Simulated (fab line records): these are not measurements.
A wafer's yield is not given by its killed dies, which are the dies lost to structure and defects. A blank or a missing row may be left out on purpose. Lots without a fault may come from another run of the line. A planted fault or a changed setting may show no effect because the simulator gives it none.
Which tool is to blame? || flow nand_harc || Sampling: 14 lots, 42 wafers, 6 of 1302 route steps

WHAT THE GAUGES SHOWED, per wafer
NHARC_A_ONON_D1_THK_MEAS_02: measures by ellipsometry.
{"lot": "L677", "measured": "day 7 20:37", "on": "film_metro-01", "thk_nm (nm)": "990 988 989"}
{"lot": "L678", "measured": "day 8 06:36", "on": "film_metro-01", "thk_nm (nm)": "1005 1004 1004"}
{"lot": "L679", "measured": "day 8 14:25", "on": "film_metro-02", "thk_nm (nm)": "992 991 991"}
{"lot": "L680", "measured": "day 8 23:17", "on": "film_metro-02", "thk_nm (nm)": "1018 1018 1017"}
{"lot": "L682", "measured": "day 9 15:53", "on": "film_metro-02", "thk_nm (nm)": "1017 1017 1016"}
{"lot": "L684", "measured": "day 10 11:26", "on": "film_metro-02", "thk_nm (nm)": "1004 1005 1006"}
{"lot": "L685", "measured": "day 11 07:12", "on": "film_metro-01", "thk_nm (nm)": "988 992 991"}
{"lot": "L686", "measured": "day 11 16:49", "on": "film_metro-01", "thk_nm (nm)": "1007 1005 1005"}
{"lot": "L687", "measured": "day 12 04:33", "on": "film_metro-01", "thk_nm (nm)": "996 996 993"}
{"lot": "L696", "measured": "day 15 14:13", "on": "film_metro-02", "thk_nm (nm)": "987 989 987"}
{"lot": "L697", "measured": "day 15 22:25", "on": "film_metro-02", "thk_nm (nm)": "997 1000 998"}
{"lot": "L698", "measured": "day 16 08:28", "on": "film_metro-02", "thk_nm (nm)": "982 984 984"}
{"lot": "L700", "measured": "day 17 02:46", "on": "film_metro-01", "thk_nm (nm)": "1004 1003 1002"}
{"lot": "L699", "measured": "day 17 02:47", "on": "film_metro-01", "thk_nm (nm)": "1001 1003 1000"}

NHARC_A_ONON_D1_THK_MEAS_14: measures by ellipsometry.
{"lot": "L677", "measured": "day 7 22:53", "on": "film_metro-02", "thk_nm (nm)": "981 981 980"}
{"lot": "L678", "measured": "day 8 08:53", "on": "film_metro-01", "thk_nm (nm)": "991 993 994"}
{"lot": "L679", "measured": "day 8 16:41", "on": "film_metro-01", "thk_nm (nm)": "996 997 995"}
{"lot": "L680", "measured": "day 9 01:33", "on": "film_metro-02", "thk_nm (nm)": "983 983 983"}
{"lot": "L682", "measured": "day 9 18:09", "on": "film_metro-01", "thk_nm (nm)": "1012 1009 1009"}
{"lot": "L684", "measured": "day 10 13:41", "on": "film_metro-02", "thk_nm (nm)": "1007 1009 1008"}
{"lot": "L685", "measured": "day 11 09:28", "on": "film_metro-02", "thk_nm (nm)": "995 994 995"}
{"lot": "L686", "measured": "day 11 19:05", "on": "film_metro-01", "thk_nm (nm)": "993 992 992"}
{"lot": "L687", "measured": "day 12 06:49", "on": "film_metro-01", "thk_nm (nm)": "1009 1008 1008"}
{"lot": "L696", "measured": "day 15 16:30", "on": "film_metro-01", "thk_nm (nm)": "1004 1002 1002"}
{"lot": "L697", "measured": "day 16 00:41", "on": "film_metro-02", "thk_nm (nm)": "1008 1008 1008"}
{"lot": "L698", "measured": "day 16 10:44", "on": "film_metro-01", "thk_nm (nm)": "1014 1013 1013"}
{"lot": "L700", "measured": "day 17 05:01", "on": "film_metro-01", "thk_nm (nm)": "993 992 992"}
{"lot": "L699", "measured": "day 17 05:03", "on": "film_metro-01", "thk_nm (nm)": "989 990 988"}

NHARC_A_ONON_D1_THK_MEAS_27: measures by ellipsometry.
{"lot": "L677", "measured": "day 8 08:28", "on": "film_metro-02", "thk_nm (nm)": "1010 1011 1010"}
{"lot": "L678", "measured": "day 8 18:22", "on": "film_metro-01", "thk_nm (nm)": "982 980 980"}
{"lot": "L679", "measured": "day 9 02:24", "on": "film_metro-02", "thk_nm (nm)": "1003 1002 1003"}
{"lot": "L680", "measured": "day 9 11:02", "on": "film_metro-01", "thk_nm (nm)": "986 987 988"}
{"lot": "L682", "measured": "day 10 03:36", "on": "film_metro-01", "thk_nm (nm)": "1007 1005 1006"}
{"lot": "L684", "measured": "day 11 00:35", "on": "film_metro-01", "thk_nm (nm)": "990 989 992"}
{"lot": "L685", "measured": "day 11 21:01", "on": "film_metro-02", "thk_nm (nm)": "1010 1008 1009"}
{"lot": "L686", "measured": "day 12 04:59", "on": "film_metro-01", "thk_nm (nm)": "1018 1018 1017"}
{"lot": "L687", "measured": "day 12 17:40", "on": "film_metro-02", "thk_nm (nm)": "1004 1004 1004"}
{"lot": "L696", "measured": "day 16 02:26", "on": "film_metro-01", "thk_nm (nm)": "1007 1009 1008"}
{"lot": "L697", "measured": "day 16 11:17", "on": "film_metro-02", "thk_nm (nm)": "988 988 988"}
{"lot": "L698", "measured": "day 16 20:15", "on": "film_metro-01", "thk_nm (nm)": "991 990 990"}
{"lot": "L700", "measured": "day 17 14:47", "on": "film_metro-01", "thk_nm (nm)": "996 995 996"}
{"lot": "L699", "measured": "day 17 14:47", "on": "film_metro-02", "thk_nm (nm)": "998 999 997"}

NHARC_A_ONON_D1_THK_MEAS_34: measures by ellipsometry.
{"lot": "L677", "measured": "day 8 09:38", "on": "film_metro-01", "thk_nm (nm)": "196.2 199.5 199.9"}
{"lot": "L678", "measured": "day 8 19:24", "on": "film_metro-02", "thk_nm (nm)": "196.2 198.9 203.9"}
{"lot": "L679", "measured": "day 9 03:26", "on": "film_metro-01", "thk_nm (nm)": "201.2 198.6 202.1"}
{"lot": "L680", "measured": "day 9 12:04", "on": "film_metro-01", "thk_nm (nm)": "201.9 203.4 201.3"}
{"lot": "L682", "measured": "day 10 04:38", "on": "film_metro-02", "thk_nm (nm)": "201.0 203.5 200.3"}
{"lot": "L684", "measured": "day 11 01:37", "on": "film_metro-01", "thk_nm (nm)": "196.6 205.8 205.1"}
{"lot": "L685", "measured": "day 11 22:04", "on": "film_metro-01", "thk_nm (nm)": "194.9 199.0 198.0"}
{"lot": "L686", "measured": "day 12 06:02", "on": "film_metro-02", "thk_nm (nm)": "360.4 362.2 365.3 360.6 363.2 364.9"}
{"lot": "L687", "measured": "day 12 18:43", "on": "film_metro-01", "thk_nm (nm)": "365.2 362.9 370.8 367.1 363.6 368.7"}
{"lot": "L696", "measured": "day 16 03:28", "on": "film_metro-01", "thk_nm (nm)": "195.1 198.8 201.5"}
{"lot": "L697", "measured": "day 16 12:20", "on": "film_metro-01", "thk_nm (nm)": "201.8 195.0 205.8"}
{"lot": "L698", "measured": "day 16 21:17", "on": "film_metro-01", "thk_nm (nm)": "204.3 204.5 206.5"}
{"lot": "L700", "measured": "day 17 15:51", "on": "film_metro-02", "thk_nm (nm)": "195.2 202.6 200.2"}
{"lot": "L699", "measured": "day 17 15:58", "on": "film_metro-01", "thk_nm (nm)": "198.7 198.1 202.9"}

NHARC_END_SORT_01.
{"lot": "L682", "measured": "day 26 23:17", "on": "prober-02", "defect_limited_yield (%)": "86.3 85.5 87.0", "killed_at_array": "87 88 76", "killed_at_other": "0 0 0", "killed_at_periphery": "6 10 12", "killed_dies": "93 98 88", "killed_open": "7 3 3", "killed_short": "3 1 1"}
{"lot": "L684", "measured": "day 26 23:14", "on": "prober-01", "defect_limited_yield (%)": "93.1 92.5 93.6", "killed_at_array": "45 45 40", "killed_at_other": "2 1 1", "killed_at_periphery": "0 5 2", "killed_dies": "47 51 43", "killed_open": "4 2 3", "killed_short": "0 1 1"}
{"lot": "L685", "measured": "day 28 05:51", "on": "prober-02", "defect_limited_yield (%)": "90.5 91.1", "killed_at_array": "56 57", "killed_at_other": "0 0", "killed_at_periphery": "8 3", "killed_dies": "64 60", "killed_open": "3 4", "killed_short": "1 4"}
{"lot": "L697", "measured": "day 33 07:40", "on": "prober-02", "defect_limited_yield (%)": "92.3 91.3 90.4", "killed_at_array": "51 56 58", "killed_at_other": "0 2 2", "killed_at_periphery": "1 1 5", "killed_dies": "52 59 65", "killed_open": "2 4 2", "killed_short": "2 1 5"}
{"lot": "L699", "measured": "day 34 13:55", "on": "prober-01", "defect_limited_yield (%)": "88.9 90.5 90.8", "killed_at_array": "71 60 60", "killed_at_other": "0 0 1", "killed_at_periphery": "4 4 1", "killed_dies": "75 64 62", "killed_open": "4 3 0", "killed_short": "2 1 4"}

TOOL THAT RAN EACH LOT (tool first, then ch and the chambers of the sampled wafers, then the start)
{"lot": "L677", "NHARC_A_ONON_D1_DEP_33": "pecvd-02 ch 1,2, day 8 09:10"}
{"lot": "L678", "NHARC_A_ONON_D1_DEP_33": "pecvd-01 ch 0,2, day 8 19:04"}
{"lot": "L679", "NHARC_A_ONON_D1_DEP_33": "pecvd-01 ch 0,2, day 9 03:04"}
{"lot": "L680", "NHARC_A_ONON_D1_DEP_33": "pecvd-01 ch 0,1,2, day 9 11:47"}
{"lot": "L682", "NHARC_A_ONON_D1_DEP_33": "pecvd-02 ch 0,2, day 10 04:16"}
{"lot": "L684", "NHARC_A_ONON_D1_DEP_33": "pecvd-02 ch 0,1,2, day 11 01:15"}
{"lot": "L685", "NHARC_A_ONON_D1_DEP_33": "pecvd-02 ch 1,2, day 11 21:38"}
{"lot": "L686", "NHARC_A_ONON_D1_DEP_33": "pecvd-02 ch 0,1,2, day 12 05:37"}
{"lot": "L687", "NHARC_A_ONON_D1_DEP_33": "pecvd-02 ch 0,1, day 12 18:20"}
{"lot": "L696", "NHARC_A_ONON_D1_DEP_33": "pecvd-03 ch 0,1,2, day 16 03:04"}
{"lot": "L697", "NHARC_A_ONON_D1_DEP_33": "pecvd-02 ch 0,2, day 16 11:55"}
{"lot": "L698", "NHARC_A_ONON_D1_DEP_33": "pecvd-02 ch 0,1, day 16 20:55"}
{"lot": "L700", "NHARC_A_ONON_D1_DEP_33": "pecvd-01 ch 1,2, day 17 15:32"}
{"lot": "L699", "NHARC_A_ONON_D1_DEP_33": "pecvd-02 ch 0,1, day 17 15:25"}
- NHARC_A_ONON_D1_DEP_33: deposits SiO2, target thk 200 nm.

WHAT THE TOOLS THEMSELVES READ (means of the sampled wafers that have a number; where no wafer has one, the mark that the record gives instead)
NHARC_A_ONON_D1_DEP_33.
{"lot": "L677", "tool": "pecvd-02", "heater_power_w (W)": 509, "susceptor_temp_C (C)": 400.09, "throttle_valve_pct (%)": 15.9}
{"lot": "L678", "tool": "pecvd-01", "heater_power_w (W)": 655, "susceptor_temp_C (C)": 399.91, "throttle_valve_pct (%)": 15.9}
{"lot": "L679", "tool": "pecvd-01", "heater_power_w (W)": 585, "susceptor_temp_C (C)": 400.21, "throttle_valve_pct (%)": 16.3}
{"lot": "L680", "tool": "pecvd-01", "heater_power_w (W)": 577, "susceptor_temp_C (C)": 400.05, "throttle_valve_pct (%)": 16.0}
{"lot": "L682", "tool": "pecvd-02", "heater_power_w (W)": 491, "susceptor_temp_C (C)": 400.05, "throttle_valve_pct (%)": 15.7}
{"lot": "L684", "tool": "pecvd-02", "heater_power_w (W)": 488, "susceptor_temp_C (C)": 399.95, "throttle_valve_pct (%)": 15.5}
{"lot": "L685", "tool": "pecvd-02", "heater_power_w (W)": 468, "susceptor_temp_C (C)": 399.94, "throttle_valve_pct (%)": 15.6}
{"lot": "L686", "tool": "pecvd-02", "heater_power_w (W)": 504, "susceptor_temp_C (C)": 400.04, "throttle_valve_pct (%)": 15.5}
{"lot": "L687", "tool": "pecvd-02", "heater_power_w (W)": 432, "susceptor_temp_C (C)": 399.89, "throttle_valve_pct (%)": 15.7}
{"lot": "L696", "tool": "pecvd-03", "heater_power_w (W)": 550, "susceptor_temp_C (C)": 400.05, "throttle_valve_pct (%)": 15.9}
{"lot": "L697", "tool": "pecvd-02", "heater_power_w (W)": 460, "susceptor_temp_C (C)": 400.09, "throttle_valve_pct (%)": 15.5}
{"lot": "L698", "tool": "pecvd-02", "heater_power_w (W)": 461, "susceptor_temp_C (C)": 399.99, "throttle_valve_pct (%)": 15.8}
{"lot": "L700", "tool": "pecvd-01", "heater_power_w (W)": 596, "susceptor_temp_C (C)": 400.15, "throttle_valve_pct (%)": 16.7}
{"lot": "L699", "tool": "pecvd-02", "heater_power_w (W)": 528, "susceptor_temp_C (C)": 399.92, "throttle_valve_pct (%)": 16.2}

THE ANSWER, worked out from the rows above alone
Rule: what is usual is taken from the lots themselves. The widest of any qualifying gaps counts: lots, ordered by their means at a reading, are off when they make up no more than a third of the lots, leave a main group of 4 or more, and stand apart from it by 3 or more times the standard deviation of that group's means. A main group is skipped when, at the precision printed for the reading in the tables above, its means are all equal. Also off: a lot with no number at a reading for which 4 or more lots have one. Where the step has rows for the other lots, those lots are counted as sound. Order of review: gauges by route order, followed by the tools' own readings, for which a lot's mean as printed above is used. At the first step where some lot is off, the reading lying furthest off is the one used; lots without a number count as furthest.
Off, at NHARC_A_ONON_D1_THK_MEAS_34 on thk_nm: L686, L687. The main group: mean 200.5 nm, standard deviation 2.
If a tool, at a process step before that reading, ran all the lots that are off and no sound lot after the first of them, it fits. The gauges at NHARC_A_ONON_D1_THK_MEAS_34 are tried like those tools. Of those tried, none fits.

WHAT THE SIMULATOR HAD PUT IN
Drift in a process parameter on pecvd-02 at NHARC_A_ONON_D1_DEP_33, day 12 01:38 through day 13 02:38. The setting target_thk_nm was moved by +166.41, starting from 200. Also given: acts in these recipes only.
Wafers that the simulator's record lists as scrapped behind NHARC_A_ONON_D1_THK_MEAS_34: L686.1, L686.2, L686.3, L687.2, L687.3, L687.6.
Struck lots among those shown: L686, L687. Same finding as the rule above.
